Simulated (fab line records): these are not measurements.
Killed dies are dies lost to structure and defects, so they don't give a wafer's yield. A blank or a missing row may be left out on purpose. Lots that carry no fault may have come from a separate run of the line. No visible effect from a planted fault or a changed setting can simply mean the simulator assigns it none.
fab line records	flow n5-finfet
[record] lots = 10	wafers = 30	last-day = 18
route steps=1938 shown BEOL_M10@1483 PASSIVATION@1936
lots with no fault: from the same line, run without faults
start-h: hours from the record's opening day to when the first of the lot's shown wafers began	wait-h: hours elapsed since this lot's preceding step	" the same as in the row above	L1.1+2: several wafers, shown together as one row	- either no value or no given start	* or withheld: withheld	< > ~ a bound
route shown NAME@n: a module of which the file shows steps, and the number in the route of the first	usual: mean/standard deviation of fault-free wafers	same: alike in all rows	chamber/n: place in a boat	sites: readings site by site	_std_site: their standard deviation	_edge_site: outer sites' mean less inner sites'	radius-mm: for every site, how far away it sits from the centre of the wafer	mask NAME#n: copy n	behind: the last tool/chamber to shape the wafer	hold: reason for holding the lot/hours on hold/outcome of the hold	device: whichever transistor did not switch (one of n, p or np)	end of line: tests of these same wafers at the route's end	a step with no rows: only its recipe	killed: not the wafer's yield, but the dies lost to structure and defects at the first sort	map: a wafer's dies, x killed, . not, _ none there
set.NAME: the run value of the setting; set.NAME@STEP: its run value at that earlier step	model.NAME: the simulator's own value behind a step, which no gauge read
the route's steps for a sample of lots (tables are steps, rows are wafers)
services: from which hour (start-h, from the record's first day; less than 0 if before it) a tool's chamber was out of use, for how many hours, and why
[[steps]]
[step N5_BEOL_M10_CD_MEAS_11]
[recipe] target-cd-nm = 64.1	landing-energy-ev = 500	detector = se-inlens	polarity = opening
[usual] cd-nm = 64.3/0.7
lot.wafer	tool	chamber	start-h	wait-h	cd-nm
L221.2	cd-sem-03	0	266.00	-	63.2
L221.4	"	0	"	"	63.3
L221.5	"	0	"	"	64.1
L223.1	cd-sem-03	0	281.54	-	64.0
L223.2	"	0	"	"	63.1
L223.6	"	0	"	"	62.6
L228.3	cd-sem-03	0	297.23	-	64.3
L228.4	"	0	"	"	65.7
L228.6	"	0	"	"	65.8
L230.2	cd-sem-02	0	306.28	-	64.6
L230.4	"	0	"	"	64.5
L230.6	"	0	"	"	65.2
L229.2	cd-sem-01	0	310.34	-	64.9
L229.4	"	0	"	"	63.1
L229.6	"	0	"	"	64.7
L234.2	cd-sem-01	0	339.04	-	64.5
L234.3	"	0	"	"	65.0
L234.5	"	0	"	"	64.6
L236.2	cd-sem-01	0	350.03	-	64.0
L236.4	"	0	"	"	63.2
L236.5	"	0	"	"	64.5
L237.1	cd-sem-01	0	362.73	-	64.3
L237.2	"	0	"	"	63.2
L237.3	"	0	"	"	62.4
L238.3	cd-sem-02	0	366.23	-	64.4
L238.5	"	0	"	"	64.4
L238.6	"	0	"	"	63.6
L239.1	cd-sem-02	0	369.75	-	63.9
L239.3	"	0	"	"	64.4
L239.4	"	0	"	"	63.7
[step N5_BEOL_M10_ETCH_66]
[recipe] chemistry = N2/H2	target = SOC	target-depth-a = 1200	overetch-a = 240	mask-material = SiARC	temp-c = 40	time-s = 180	ion-energy-ev = 200	pressure-mtorr = 30	source-w = 840	bias-w = 150	n2-flow-sccm = 200	h2-flow-sccm = 200
[usual] bias-w = 150.0/0.42	drypump-motor-current-A = 5.6/0.41	oes-product-au = 0.66/0.057	rf-vpp-V = 523.7/2.5	showerhead-plenum-p-Torr = 2.54/0.086	throttle-valve-pct = 17.74/0.13
lot.wafer	tool	chamber	start-h	wait-h	bias-w	drypump-motor-current-A	oes-product-au	rf-hours-counter-h	rf-vpp-V	showerhead-plenum-p-Torr	throttle-valve-pct
L221.2	rie-diel-06	0	268.53	0.0	150.3	5.1	0.56	235	527.4	2.61	17.60
L221.4	"	2	"	"	149.8	5.8	0.66	93	525.0	2.57	17.69
L221.5	"	2	"	"	150.5	5.8	0.66	-	524.5	2.57	17.71
L223.1	rie-diel-01	2	285.35	0.0	150.3	5.6	0.66	95	522.6	2.45	17.56
L223.2	"	1	"	"	150.1	5.4	0.73	13	522.2	2.48	17.74
L223.6	"	1	"	"	150.4	5.4	0.74	-	523.4	2.48	17.77
L228.3	rie-diel-01	3	300.61	0.0	150.5	6.1	0.74	28	523.3	2.50	17.70
L228.4	"	1	"	"	149.7	5.3	0.72	19	523.1	2.48	17.77
L228.6	"	1	"	"	149.8	5.3	0.73	-	521.2	2.48	17.75
L230.2	rie-diel-01	3	309.58	0.0	150.5	6.2	0.73	30	522.0	2.50	17.69
L230.4	"	2	"	"	150.3	5.6	0.65	104	520.3	2.44	17.55
L230.6	"	0	"	"	150.7	5.2	0.63	-	528.0	2.66	17.85
L229.2	rie-diel-01	1	311.47	0.0	150.4	5.4	0.71	22	521.9	2.48	17.75
L229.4	"	3	"	"	149.9	6.1	0.72	31	524.0	2.50	17.69
L229.6	"	2	"	"	149.6	5.6	0.65	-	522.7	2.45	17.56
L234.2	rie-diel-04	0	340.41	0.0	150.5	6.0	0.60	175	519.2	2.43	17.69
L234.3	"	1	"	"	149.2	5.8	0.68	42	524.5	2.60	17.90
L234.5	"	1	"	"	149.5	5.9	0.68	-	526.6	2.60	17.91
L236.2	rie-diel-04	0	351.05	0.0	150.1	6.0	0.60	179	521.5	2.43	17.71
L236.4	"	3	"	"	150.6	5.1	0.63	146	521.9	2.44	17.93
L236.5	"	2	"	"	149.7	6.0	0.55	-	523.2	2.50	17.68
L237.1	rie-diel-01	2	364.00	0.0	149.8	5.6	0.64	121	521.0	2.44	17.59
L237.2	"	0	"	"	150.7	5.2	0.61	144	527.1	2.65	17.88
L237.3	"	3	"	"	150.2	6.2	0.70	50	523.1	2.49	17.74
L238.3	rie-diel-01	2	368.47	0.0	150.1	5.6	0.63	123	520.5	2.44	17.61
L238.5	"	0	"	"	149.9	5.2	0.62	-	525.5	2.65	17.89
L238.6	"	1	"	"	149.6	5.3	0.68	-	522.6	2.47	17.80
L239.1	rie-diel-06	3	371.45	0.0	149.7	5.1	0.64	116	520.7	2.45	17.91
L239.3	"	0	"	"	149.7	5.1	0.76	13	524.8	2.60	17.31
L239.4	"	1	"	"	150.6	6.4	0.65	91	526.9	2.68	17.77
[step N5_BEOL_M10_VIA_ETCH_34]
[recipe] chemistry = C4F6/O2	target = SiCOH_lowk	target-depth-a = 1845	mask-material = SOC	taper-deg = 4	time-s = 69.2	ion-energy-ev = 250	pressure-mtorr = 30	source-w = 345	bias-w = 185	Ar_flow_sccm = 300	C4F6_flow_sccm = 10	O2_flow_sccm = 10
[usual] C4F6_flow_sccm = 9.997/0.028	bias-w = 185.1/0.59	drypump-motor-current-A = 5.6/0.41	mfc-ar-sccm = 300.0/0.85	oes_ar_750_au = 0.82/0.073	oes-product-au = 0.82/0.078	rf-vpp-V = 661/19	showerhead-plenum-p-Torr = 2.83/0.09	throttle-valve-pct = 20.75/0.21
lot.wafer	tool	chamber	start-h	wait-h	C4F6_flow_sccm	bias-w	drypump-motor-current-A	mfc-ar-sccm	oes_ar_750_au	oes-product-au	rf-hours-counter-h	rf-vpp-V	showerhead-plenum-p-Torr	throttle-valve-pct
L221.2	rie-diel-06	0	268.65	0.0	10.036	184.9	5.2	300.8	0.70	0.69	235	644	2.93	20.75
L221.4	"	2	"	"	10.002	184.8	5.8	301.4	0.85	0.83	93	663	2.87	20.78
L221.5	"	2	"	"	10.001	184.8	5.8	302.0	0.84	0.84	-	662	2.87	20.79
L223.1	rie-diel-01	2	285.48	0.0	9.963	184.9	5.6	300.4	0.81	0.80	95	641	2.75	20.70
L223.2	"	1	"	"	9.999	185.4	5.3	299.2	0.92	0.93	13	676	2.79	20.88
L223.6	"	1	"	"	9.986	185.9	5.3	298.9	0.92	0.92	-	676	2.79	20.88
L228.3	rie-diel-01	3	300.73	0.0	9.964	197.7	6.1	299.9	0.91	0.93	28	708	2.75	20.33
L228.4	"	1	"	"	9.986	186.6	5.3	300.6	0.91	0.89	19	675	2.79	20.89
L228.6	"	1	"	"	10.024	186.3	5.3	300.2	0.91	0.90	-	676	2.79	20.89
L230.2	rie-diel-01	3	309.71	0.0	9.970	196.3	6.1	299.3	0.91	0.94	30	707	2.74	20.33
L230.4	"	2	"	"	9.963	184.8	5.6	300.5	0.81	0.80	104	638	2.74	20.72
L230.6	"	0	"	"	9.998	185.8	5.2	300.6	0.78	0.78	-	680	2.95	20.83
L229.2	rie-diel-01	1	311.59	0.0	9.997	185.8	5.3	299.8	0.91	0.89	22	676	2.79	20.90
L229.4	"	3	"	"	10.051	197.8	6.1	300.7	0.91	0.92	31	706	2.74	20.30
L229.6	"	2	"	"	10.008	184.6	5.6	301.2	0.81	0.80	-	639	2.74	20.71
L234.2	rie-diel-04	0	340.53	0.0	10.014	185.1	5.9	300.6	0.75	0.75	175	645	2.74	20.82
L234.3	"	1	"	"	9.967	184.4	5.9	299.8	0.83	0.88	42	696	2.91	20.97
L234.5	"	1	"	"	10.013	184.9	5.9	300.4	0.83	0.87	-	696	2.91	20.96
L236.2	rie-diel-04	0	351.17	0.0	10.007	186.1	5.9	301.3	0.75	0.75	179	646	2.74	20.83
L236.4	"	3	"	"	10.004	185.6	5.2	298.5	0.78	0.77	146	642	2.75	21.12
L236.5	"	2	"	"	10.010	184.8	6.0	300.8	0.68	0.67	-	654	2.79	20.61
L237.1	rie-diel-01	2	364.12	0.0	9.990	184.0	5.6	300.9	0.79	0.78	121	640	2.74	20.74
L237.2	"	0	"	"	10.006	184.9	5.2	300.7	0.75	0.76	144	680	2.95	20.87
L237.3	"	3	"	"	10.019	185.3	6.1	300.9	0.87	0.88	50	672	2.73	20.36
L238.3	rie-diel-01	2	368.60	0.0	9.950	185.0	5.6	300.5	0.78	0.78	123	640	2.73	20.73
L238.5	"	0	"	"	10.009	184.8	5.2	299.7	0.75	0.76	-	679	2.94	20.86
L238.6	"	1	"	"	9.981	184.7	5.3	299.6	0.86	0.86	-	676	2.78	20.93
L239.1	rie-diel-06	3	371.57	0.0	9.969	184.4	5.1	298.7	0.76	0.79	116	641	2.74	20.93
L239.3	"	0	"	"	10.014	184.5	5.2	298.6	0.96	0.97	13	684	2.92	20.52
L239.4	"	1	"	"	9.947	185.3	6.4	300.1	0.83	0.81	91	639	2.96	20.73
[step N5_BEOL_M10_STRIP_77]
[recipe] chemistry = N2/H2	time-s = 10	power-w = 450	temp-c = 40	pressure-mtorr = 20	rf-frequency-hz = 6e+07	bias-power-w = 7	n2-flow-sccm = 200	h2-flow-sccm = 200
[usual] drypump-motor-current-A = 5.6/0.41	oes-product-au = 0.82/0.075	rf-vpp-V = 59.1/0.9	showerhead-plenum-p-Torr = 2.53/0.086	throttle-valve-pct = 23.56/0.21
lot.wafer	tool	chamber	start-h	wait-h	drypump-motor-current-A	oes-product-au	rf-hours-counter-h	rf-vpp-V	showerhead-plenum-p-Torr	throttle-valve-pct
L221.2	rie-diel-06	0	-	-	5.2	0.69	235	60.4	2.60	23.25
L221.4	"	2	"	"	5.8	0.80	93	59.3	2.56	23.48
L221.5	"	2	"	"	5.8	0.81	-	59.5	2.56	23.49
L223.1	rie-diel-01	2	-	-	5.6	0.82	95	57.8	2.44	23.23
L223.2	"	1	"	"	5.3	0.93	13	59.0	2.48	23.64
L223.6	"	1	"	"	5.4	0.92	-	58.5	2.48	23.63
L228.3	rie-diel-01	3	-	-	6.1	0.91	28	57.7	2.50	23.68
L228.4	"	1	"	"	5.4	0.91	19	59.4	2.48	23.64
L228.6	"	1	"	"	5.4	0.91	-	59.2	2.48	23.64
L230.2	rie-diel-01	3	-	-	6.2	0.89	30	60.5	2.50	23.68
L230.4	"	2	"	"	5.6	0.80	104	57.4	2.44	23.23
L230.6	"	0	"	"	5.2	0.77	-	59.5	2.65	23.73
L229.2	rie-diel-01	1	-	-	5.4	0.90	22	58.7	2.48	23.67
L229.4	"	3	"	"	6.1	0.90	31	58.9	2.50	23.69
L229.6	"	2	"	"	5.6	0.80	-	58.8	2.44	23.25
L234.2	rie-diel-04	0	-	-	5.9	0.75	176	58.8	2.43	23.53
L234.3	"	1	"	"	5.8	0.87	43	59.6	2.60	23.92
L234.5	"	1	"	"	5.9	0.86	-	59.7	2.60	23.91
L236.2	rie-diel-04	0	-	-	6.0	0.74	179	58.7	2.43	23.54
L236.4	"	3	"	"	5.2	0.77	146	58.4	2.43	23.69
L236.5	"	2	"	"	6.0	0.67	-	58.6	2.50	23.42
L237.1	rie-diel-01	2	-	-	5.6	0.79	121	58.3	2.43	23.24
L237.2	"	0	"	"	5.2	0.76	144	59.4	2.65	23.77
L237.3	"	3	"	"	6.1	0.86	50	58.7	2.49	23.71
L238.3	rie-diel-01	2	-	-	5.6	0.79	123	58.1	2.43	23.26
L238.5	"	0	"	"	5.2	0.76	-	61.1	2.65	23.77
L238.6	"	1	"	"	5.4	0.87	-	58.9	2.47	23.68
L239.1	rie-diel-06	3	-	-	5.1	0.81	116	60.0	2.45	23.71
L239.3	"	0	"	"	5.2	0.97	13	59.4	2.59	23.15
L239.4	"	1	"	"	6.4	0.79	91	59.1	2.68	23.48
[step N5_PASSIVATION_PROBE_49]
[usual] defect-limited-yield = 91.1/1.4	killed_at_M0_to_M3 = 34/9.7	killed_at_M4_up = 13/5.1	killed-at-contacts = 14/6.3	killed-at-front-end = 40/11	killed-at-other = 3.5/2.7	killed-dies = 105/16	killed-open = 70/12	killed-short = 34/7.8	sort_bin_4_leakage = 0.02/0.13	sort_bin_5_function = 5.2/0.88	sort_bin_6_memory = 3.3/0.7	sort_bin_8_speed = 0.1/0.62	sort-n-pass = 1074/17	sort-yield-pct = 91.0/1.5
[same] gross-dies = 1180	killed-at-back-side = 0
lot.wafer	tool	chamber	start-h	wait-h	defect-limited-yield[%]	killed_at_M0_to_M3	killed_at_M4_up	killed-at-contacts	killed-at-front-end	killed-at-other	killed-dies	killed-open	killed-short	sort_bin_4_leakage[%]	sort_bin_5_function[%]	sort_bin_6_memory[%]	sort_bin_8_speed[%]	sort-n-pass	sort-yield-pct[%]
L221.2	prober-01	-	320.92	0.1	89.4	27	6	29	61	2	125	80	42	0	5.5	4.5	0	1055	89.4
L221.4	prober-01	-	321.02	0.2	91.4	37	17	7	39	2	102	59	40	0	4.2	4.3	0	1078	91.4
L221.5	prober-01	-	321.07	0.2	91.0	38	13	17	31	7	106	71	35	0	5.3	3.4	0	1074	91.0
L223.1	prober-01	-	335.86	0.0	89.7	40	13	11	57	1	122	83	35	0	6.1	3.9	0	1058	89.7
L223.2	prober-01	-	335.91	0.1	90.7	36	10	13	47	4	110	77	32	0	5.4	3.8	0	1070	90.7
L223.6	prober-01	-	336.11	0.3	88.7	32	20	14	66	1	133	87	45	0	5.5	5.1	0	1047	88.7
L228.3	prober-01	-	357.51	0.1	92.9	28	10	14	27	5	84	60	23	0	4.2	2.5	0	1096	92.9
L228.4	prober-01	-	357.56	0.2	92.4	26	5	7	42	10	90	66	24	0	4.4	3.1	0	1090	92.4
L228.6	prober-01	-	357.66	0.3	92.7	36	10	5	30	5	86	57	27	0	4.7	2.2	0	1094	92.7
L230.2	prober-02	-	368.75	0.1	92.2	29	9	13	41	0	92	66	25	0	5.2	2.5	0	1088	92.2
L230.4	prober-02	-	368.85	0.2	92.6	21	18	10	38	0	87	55	26	0	3.8	3.1	0	1093	92.6
L230.6	prober-02	-	368.95	0.3	90.5	52	8	13	32	7	112	77	32	0	5.3	4.2	0	1068	90.5
L229.2	prober-01	-	369.18	0.1	91.3	24	12	13	49	5	103	79	24	0	6.0	2.7	0	1077	91.3
L229.4	prober-01	-	369.28	0.2	89.8	34	14	19	48	5	120	72	48	0	6.8	3.3	0	1060	89.8
L229.6	prober-01	-	369.38	0.3	89.1	44	12	22	46	5	129	84	43	0.25	5.7	4.9	0	1048	88.8
L234.2	prober-01	-	388.04	0.1	92.4	30	14	17	26	3	90	62	28	0	4.7	2.8	0	1090	92.4
L234.3	prober-01	-	388.09	0.1	92.5	19	7	20	37	5	88	55	29	0	3.7	3.3	0	1092	92.5
L234.5	prober-01	-	388.19	0.2	90.4	37	8	14	47	7	113	56	57	0	5.5	3.4	0	1067	90.4
L236.2	prober-01	-	403.13	0.1	88.7	40	16	6	68	3	133	89	44	0	6.2	4.4	0	1047	88.7
L236.4	prober-01	-	403.23	0.2	92.5	24	16	3	45	0	88	51	37	0	4.5	2.5	0	1092	92.5
L236.5	prober-01	-	403.28	0.2	93.1	23	14	4	39	1	81	49	31	0	3.7	2.8	0	1099	93.1
L237.1	prober-01	-	407.51	0.0	91.2	31	10	10	52	1	104	73	29	0	5.3	3.1	0	1076	91.2
L237.2	prober-01	-	407.56	0.1	92.4	30	12	7	39	2	90	62	28	0	4.9	2.6	0	1090	92.4
L237.3	prober-01	-	407.61	0.1	92.3	31	8	9	40	3	91	58	33	0	4.7	2.5	0	1089	92.3
L238.3	prober-01	-	423.82	0.1	91.2	25	15	10	49	5	104	70	34	0	5.6	3.1	0	1076	91.2
L238.5	prober-01	-	423.92	0.2	88.7	32	28	8	62	3	133	90	43	0	7.5	3.6	0	1047	88.7
L238.6	prober-01	-	423.97	0.3	87.8	40	18	21	63	2	144	107	37	0	7.5	4.5	0	1036	87.8
L239.1	prober-01	-	429.84	0.0	92.8	27	15	8	32	3	85	65	16	0	3.8	3.0	7.0	1012	85.8
L239.3	prober-01	-	429.94	0.1	87.7	61	7	4	72	1	145	86	54	0	6.0	5.6	0	1035	87.7
L239.4	prober-01	-	429.99	0.2	91.4	30	13	14	41	3	101	72	27	0	5.7	2.8	0	1079	91.4
// killed by level:class
L221.2 MOL_CONTACT_COAG:geometric-particle:open=24 BEOL_M1:geometric-particle:open=13 STI_FIN_REVEAL:geometric-particle:open=10 GATE_CUT:geometric-particle:short=10 FIN_SAQP:geometric-particle:short=9 FIN_SAQP:geometric-particle:open=7 DUMMY_GATE:geometric-particle:open=7 GATE_CUT:geometric-particle:open=5
L221.4 STI_FIN_REVEAL:geometric-particle:open=9 GATE_CUT:geometric-particle:short=9 BEOL_M2:geometric-particle:short=9 DUMMY_GATE:geometric-particle:open=6 BEOL_M5:geometric-particle:open=6 BEOL_M3:geometric-particle:open=6 BEOL_M0_SAQP:geometric-particle:short=5 GATE_CUT:geometric-particle:open=4
L221.5 STI_FIN_REVEAL:geometric-particle:open=12 BEOL_M1:geometric-particle:open=11 MOL_CONTACT_COAG:geometric-particle:open=9 BEOL_M3:geometric-particle:open=8 MOL_CONTACT_COAG:geometric-particle:short=8 BEOL_M4:geometric-particle:open=7 FIN_SAQP:geometric-particle:short=6 BEOL_M2:geometric-particle:open=6
L223.1 STI_FIN_REVEAL:geometric-particle:open=16 BEOL_M0_SAQP:geometric-particle:open=14 MOL_CONTACT_COAG:geometric-particle:open=9 BEOL_M2:geometric-particle:open=8 BEOL_M0_SAQP:geometric-particle:short=7 DUMMY_GATE:geometric-particle:open=6 STI_FIN_REVEAL:geometric-particle:short=5 GATE_CUT:geometric-particle:short=5
L223.2 MOL_CONTACT_COAG:geometric-particle:open=12 BEOL_M0_SAQP:geometric-particle:open=9 STI_FIN_REVEAL:geometric-particle:open=8 BEOL_M0_SAQP:geometric-particle:short=8 BEOL_M5:geometric-particle:open=8 FIN_SAQP:geometric-particle:open=7 DUMMY_GATE:geometric-particle:open=7 BEOL_M3:geometric-particle:open=7
L223.6 STI_FIN_REVEAL:geometric-particle:open=23 MOL_CONTACT_COAG:geometric-particle:open=11 STI_FIN_REVEAL:geometric-particle:short=8 BEOL_M0_SAQP:geometric-particle:short=6 BEOL_M0_SAQP:geometric-particle:open=6 BEOL_M4:geometric-particle:open=6 STARTING-WAFER:geometric-particle:short=6 FIN_SAQP:geometric-particle:open=5
L228.3 MOL_CONTACT_COAG:geometric-particle:open=14 BEOL_M2:geometric-particle:open=8 BEOL_M0_SAQP:geometric-particle:short=7 FIN_SAQP:geometric-particle:open=6 BEOL_M0_SAQP:geometric-particle:open=6 FIN_SAQP:geometric-particle:short=4 BEOL_M1:geometric-particle:open=4 DUMMY_GATE:geometric-particle:open=3
L228.4 STI_FIN_REVEAL:geometric-particle:open=14 FIN_SAQP:geometric-particle:open=6 BEOL_M2:geometric-particle:open=6 BEOL_M3:geometric-particle:open=6 MOL_CONTACT_COAG:geometric-particle:open=5 DUMMY_GATE:geometric-particle:open=4 MIM_TOP_ETCH:geometric-particle:open=4 BEOL_M0_SAQP:geometric-particle:open=4
L228.6 BEOL_M1:geometric-particle:open=9 STI_FIN_REVEAL:geometric-particle:open=8 BEOL_M0_SAQP:geometric-particle:short=7 BEOL_M2:geometric-particle:open=7 FIN_SAQP:geometric-particle:short=6 BEOL_M0_SAQP:geometric-particle:open=6 MOL_CONTACT_COAG:geometric-particle:open=5 FIN_SAQP:geometric-particle:open=4
L230.2 FIN_SAQP:geometric-particle:open=15 FIN_SAQP:geometric-particle:short=11 MOL_CONTACT_COAG:geometric-particle:open=11 BEOL_M2:geometric-particle:open=8 BEOL_M3:geometric-particle:open=7 STI_FIN_REVEAL:geometric-particle:open=5 BEOL_M0_SAQP:geometric-particle:short=4 ILD0:geometric-particle:open=3
L230.4 FIN_SAQP:geometric-particle:open=10 BEOL_M2:geometric-particle:open=10 BEOL_M4:geometric-particle:open=8 MOL_CONTACT_COAG:geometric-particle:open=7 STI_FIN_REVEAL:geometric-particle:open=5 FIN_SAQP:geometric-particle:short=4 BEOL_M0_SAQP:geometric-particle:short=4 HKMG_FIN:area-etch=4
L230.6 MOL_CONTACT_COAG:geometric-particle:open=10 BEOL_M2:geometric-particle:open=10 BEOL_M0_SAQP:geometric-particle:open=9 BEOL_M3:geometric-particle:open=9 STI_FIN_REVEAL:geometric-particle:open=8 BEOL_M0_SAQP:geometric-particle:short=8 BEOL_M1:geometric-particle:open=7 FIN_SAQP:geometric-particle:open=6
L229.2 FIN_SAQP:geometric-particle:open=14 MOL_CONTACT_COAG:geometric-particle:open=12 FIN_SAQP:geometric-particle:short=11 BEOL_M3:geometric-particle:open=10 GATE_CUT:geometric-particle:open=8 BEOL_M4:geometric-particle:open=6 STI_FIN_REVEAL:geometric-particle:open=5 GATE_CUT:geometric-particle:short=4
L229.4 MOL_CONTACT_COAG:geometric-particle:open=14 STI_FIN_REVEAL:geometric-particle:open=11 FIN_SAQP:geometric-particle:short=10 BEOL_M0_SAQP:geometric-particle:open=6 BEOL_M0:geometric-particle:open=6 BEOL_M4:geometric-particle:open=6 ILD0:geometric-particle:short=5 GATE_CUT:geometric-particle:open=5
L229.6 MOL_CONTACT_COAG:geometric-particle:open=19 BEOL_M0_SAQP:geometric-particle:short=15 BEOL_M0_SAQP:geometric-particle:open=14 STI_FIN_REVEAL:geometric-particle:open=10 FIN_SAQP:geometric-particle:short=7 BEOL_M4:geometric-particle:open=6 BEOL_M0:geometric-particle:open=5 FIN_SAQP:geometric-particle:open=4
L234.2 MOL_CONTACT_COAG:geometric-particle:open=13 STI_FIN_REVEAL:geometric-particle:open=8 FIN_SAQP:geometric-particle:short=7 BEOL_M1:geometric-particle:open=7 FIN_SAQP:geometric-particle:open=4 MOL_CONTACT_COAG:geometric-particle:short=4 BEOL_M0_SAQP:geometric-particle:short=4 BEOL_M3:geometric-particle:open=4
L234.3 MOL_CONTACT_COAG:geometric-particle:open=17 FIN_SAQP:geometric-particle:short=9 STI_FIN_REVEAL:geometric-particle:open=7 BEOL_M0_SAQP:geometric-particle:short=6 DUMMY_GATE:geometric-particle:open=4 BEOL_M0:geometric-particle:open=4 MOL_CONTACT_COAG:geometric-particle:short=3 FIN_SAQP:geometric-particle:open=2
L234.5 BEOL_M0_SAQP:geometric-particle:short=13 FIN_SAQP:geometric-particle:short=12 STI_FIN_REVEAL:geometric-particle:open=11 BEOL_M0_SAQP:geometric-particle:open=8 MOL_CONTACT_COAG:geometric-particle:short=7 MOL_CONTACT_COAG:geometric-particle:open=7 FIN_SAQP:geometric-particle:open=5 GATE_CUT:geometric-particle:short=5
L236.2 FIN_SAQP:geometric-particle:short=19 FIN_SAQP:geometric-particle:open=19 BEOL_M2:geometric-particle:open=15 BEOL_M1:geometric-particle:open=14 STI_FIN_REVEAL:geometric-particle:open=8 MOL_CONTACT_COAG:geometric-particle:open=6 GATE_CUT:geometric-particle:short=6 BEOL_M3:geometric-particle:open=4
L236.4 FIN_SAQP:geometric-particle:open=10 FIN_SAQP:geometric-particle:short=7 BEOL_M0_SAQP:geometric-particle:open=6 BEOL_M1:geometric-particle:open=6 STI_FIN_REVEAL:geometric-particle:open=5 GATE_CUT:geometric-particle:short=5 BEOL_M4:geometric-particle:short=5 STARTING-WAFER:geometric-particle:short=5
L236.5 FIN_SAQP:geometric-particle:open=13 FIN_SAQP:geometric-particle:short=9 BEOL_M1:geometric-particle:open=8 BEOL_M4:geometric-particle:short=7 BEOL_M0_SAQP:geometric-particle:open=5 BEOL_M2:geometric-particle:open=5 STI_FIN_REVEAL:geometric-particle:open=4 DUMMY_GATE:geometric-particle:short=3
L237.1 FIN_SAQP:geometric-particle:open=14 FIN_SAQP:geometric-particle:short=10 BEOL_M0_SAQP:geometric-particle:open=10 MOL_CONTACT_COAG:geometric-particle:open=9 STI_FIN_REVEAL:geometric-particle:open=6 BEOL_M3:geometric-particle:open=6 BEOL_M0_SAQP:geometric-particle:short=4 BEOL_M2:geometric-particle:open=4
L237.2 FIN_SAQP:geometric-particle:open=10 BEOL_M0_SAQP:geometric-particle:open=9 BEOL_M4:geometric-particle:open=7 FIN_SAQP:geometric-particle:short=5 MOL_CONTACT_COAG:geometric-particle:open=5 BEOL_M1:geometric-particle:open=5 BEOL_M2:geometric-particle:open=5 STI_FIN_REVEAL:geometric-particle:open=4
L237.3 FIN_SAQP:geometric-particle:short=17 FIN_SAQP:geometric-particle:open=9 BEOL_M3:geometric-particle:open=9 MOL_CONTACT_COAG:geometric-particle:open=7 BEOL_M0_SAQP:geometric-particle:open=6 BEOL_M1:geometric-particle:open=6 DUMMY_GATE:geometric-particle:open=5 GATE_CUT:geometric-particle:short=4
L238.3 STI_FIN_REVEAL:geometric-particle:open=22 BEOL_M0_SAQP:geometric-particle:open=10 MOL_CONTACT_COAG:geometric-particle:open=9 BEOL_M4:geometric-particle:short=7 STI_FIN_REVEAL:geometric-particle:short=6 BEOL_M0_SAQP:geometric-particle:short=5 FIN_SAQP:geometric-particle:open=4 FIN_SAQP:geometric-particle:short=4
L238.5 STI_FIN_REVEAL:geometric-particle:open=18 FIN_SAQP:geometric-particle:open=12 BEOL_M5:geometric-particle:open=10 GATE_CUT:geometric-particle:short=9 FIN_SAQP:geometric-particle:short=8 MOL_CONTACT_COAG:geometric-particle:open=7 BEOL_M1:geometric-particle:open=6 BEOL_M1:geometric-particle:short=6
L238.6 STI_FIN_REVEAL:geometric-particle:open=30 MOL_CONTACT_COAG:geometric-particle:open=20 BEOL_M0_SAQP:geometric-particle:open=12 FIN_SAQP:geometric-particle:open=10 BEOL_M0_SAQP:geometric-particle:short=8 BEOL_M2:geometric-particle:open=8 STI_FIN_REVEAL:geometric-particle:short=7 BEOL_M4:geometric-particle:open=7
L239.1 STI_FIN_REVEAL:geometric-particle:open=13 BEOL_M1:geometric-particle:open=8 BEOL_M4:geometric-particle:open=8 MOL_CONTACT_COAG:geometric-particle:open=6 BEOL_M2:geometric-particle:open=6 BEOL_M0_SAQP:geometric-particle:open=4 HKMG_FIN:area-etch=4 FIN_SAQP:geometric-particle:short=3
L239.3 FIN_SAQP:geometric-particle:short=19 STI_FIN_REVEAL:geometric-particle:open=17 BEOL_M3:geometric-particle:open=15 FIN_SAQP:geometric-particle:open=14 BEOL_M0_SAQP:geometric-particle:short=12 BEOL_M2:geometric-particle:open=12 BEOL_M1:geometric-particle:open=6 HKMG_FIN:area-etch=5
L239.4 MOL_CONTACT_COAG:geometric-particle:open=12 FIN_SAQP:geometric-particle:open=11 STI_FIN_REVEAL:geometric-particle:open=11 BEOL_M3:geometric-particle:open=8 BEOL_M2:geometric-particle:open=7 BEOL_M0_SAQP:geometric-particle:short=5 DUMMY_GATE:geometric-particle:open=4 BEOL_M4:geometric-particle:open=4
[[services]]
tool	chamber	start-h	hours	kind
rie-diel-06	-	256.88	0.1	repair
rie-diel-01	-	284.58	0.4	repair
rie-diel-06	0	311.12	-	clean
rie-diel-06	0	311.12	-	consumable-replace:esc
rie-diel-06	0	311.12	-	consumable-replace:focus-ring
rie-diel-06	0	311.12	22.7	scheduled-down
rie-diel-06	0	311.12	22.7	vent-cycle
rie-diel-01	2	337.34	4.5	repair
rie-diel-04	2	353.14	-	clean
rie-diel-04	2	353.14	-	consumable-replace:focus-ring
[[key]]
[first-sign] step = N5_BEOL_M10_VIA_ETCH_34	reading = bias-w	direction = up	sigmas = 21	usual = *	struck = *
[effect] step = N5_BEOL_M10_VIA_ETCH_34	reading = rf-vpp-V	direction = up	sigmas = 2.5	usual = 661	struck = 707
met-at N5_BEOL_M10_VIA_ETCH_34
struck-lots L228,L229,L230
struck-wafers L228.3,L229.4,L230.2
not-acting-at N5_BEOL_M10_CD_MEAS_11,N5_BEOL_M10_ETCH_66,N5_BEOL_M10_STRIP_77
[fault] kind = process-parameter-drift	tool = rie-diel-01	chamber = 3	onset-h = 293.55	steps = N5_BEOL_M10_VIA_ETCH_34	channel = bias-w	offset = *	shape = step	end-h = 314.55	acts-in = *	stated = *
